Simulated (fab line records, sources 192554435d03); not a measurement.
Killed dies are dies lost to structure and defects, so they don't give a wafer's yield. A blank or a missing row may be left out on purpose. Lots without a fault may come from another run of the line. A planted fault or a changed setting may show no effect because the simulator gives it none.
A struck lot beside a sound one | flow n5_finfet | 25 steps out of a route of 1938
Sound: wafers L668.3, L668.4, L668.6. Struck: wafers L680.1, L680.4, L680.6. The cause comes at the end.
At each step with rows: each side's tool, then ch and its chambers, then its first start. Under that, the readings that differ: sound wafers | struck wafers | difference of the means | sigmas: that difference in standard deviations of wafers without a fault.
alike: readings whose means differ by less than 2 such deviations, and words and numbers that are the same on both sides. not compared: withheld readings, readings that some wafer has no value for, bounds like >300 that may hide the same value, and numbers for which the record gives no deviation and whose values overlap.
The two part at a step that has a row with sigmas, a row that says differs or no value, or rows on one side only. Numbers that don't overlap but have no deviation are shown without sigmas and don't part them. A reading that every wafer of one side lacks parts them only if that side has two wafers or more.

first, 10 steps without rows for these wafers: N5_BEOL_M10_DESCUM_33 (chemistry O2, time 7.9 s); N5_BEOL_M10_ETCH_65 (etches SiARC in CF4, target depth 39 nm, time 65 s); N5_BEOL_M10_ETCH_66 (etches SOC in N2/H2, target depth 120 nm, overetch 24 nm, time 180 s); N5_BEOL_M10_STRIP_69 (strips in N2/H2); N5_BEOL_M10_VIA_ETCH_34 (etches SiCOH lowk in C4F6/O2, target depth 184.5 nm, time 69.2 s); N5_BEOL_M10_STRIP_73 (strips in C4F6/O2); N5_BEOL_M10_STRIP_36 (strips in N2/H2); N5_BEOL_M10_TRENCH_ETCH_37 (etches SiCOH lowk in C4F6/O2, target depth 148.83 nm, time 48 s); N5_BEOL_M10_ETCH_41 (etches SiCN in CH3F/O2, target depth 42.6 nm, time 86 s); N5_BEOL_M10_STRIP_77 (strips in N2/H2, time 10 s).
N5_BEOL_M10_HM_STRIP_39: strips TiN in peroxide tin strip, target depth 25 nm, time 158 s.
  sound on wet_bench-04 ch 1,3,5, day 10 20:20; struck on wet_bench-03 ch 2,3,6, day 14 01:22
  no value came back on the struck wafers for bath_guard_temp_C (C), bath_heat_duty_pct (%); on the sound wafers bath_guard_temp_C (C) reads 49.9 49.9 50.0
  reading                                     | sound | struck     | difference | sigmas
  model.TiN_of_BEOL_M10_HM_DEP_02.thk_nm (nm) | 0 0 0 | 15.6 16 16 | +15.9      |
then, 1 step without rows for these wafers: N5_BEOL_M10_SRD_40 (time 30 s).
N5_BEOL_M10_PRECLEAN_42: cleans in residue remover, time 60 s.
  sound on wet_bench-04 ch 1,3,5, day 10 20:25; struck on wet_bench-03 ch 2,3,6, day 14 01:25
  reading                                     | sound | struck  | difference | sigmas
  model.TiN_of_BEOL_M10_HM_DEP_02.thk_nm (nm) | 0 0 0 | 4.6 5 5 | +4.9       |
then, 10 steps without rows for these wafers: N5_BEOL_M10_SRD_43 (time 30 s); N5_BEOL_M10_CURE_72 (cures SiCOH lowk, time 120 s); N5_BEOL_M10_DEGAS_44 (time 60 s); N5_BEOL_M10_PRE_CLEAN_45 (time 30 s); N5_BEOL_M10_ALD_74 (deposits TaN, target thk 2 nm, pulse time 2 s, purge time 3 s); N5_BEOL_M10_SURFACE_TREAT_76; N5_BEOL_M10_CVD_75 (deposits Co from CCTBA/H2, target thk 2 nm, time 138.9 s); N5_BEOL_M10_SPUTTER_48 (material Cu, target thk 12 nm, time 2 s); N5_BEOL_M10_ECD_50 (material Cu, target thk 318 nm); N5_BEOL_M10_ANNEAL_51 (time 90 s).
N5_BEOL_M10_CMP_52: polishes, stops on SiCOH lowk, t overpolish 7 s, target thk 140 nm.
  sound on cmp-03 ch 0,3, day 10 22:57; struck on cmp-02 ch 2,3, day 14 03:38
  reading                      | sound          | struck         | difference | sigmas
  barrier_field_endpoint_s (s) | 28.2 29.0 29.0 | 33.6 34.3 35.3 | +5.7       | +7
  alike: motor_current_A, retaining_ring_pressure_frac
N5_PASSIVATION_PROBE_49:
  the record has rows for the struck wafers here (prober-01, day 16 00:55) and none for the sound ones

WHERE THEY PART
First at N5_BEOL_M10_HM_STRIP_39; last, within this record, at N5_PASSIVATION_PROBE_49.

WHY: what the simulator had put in
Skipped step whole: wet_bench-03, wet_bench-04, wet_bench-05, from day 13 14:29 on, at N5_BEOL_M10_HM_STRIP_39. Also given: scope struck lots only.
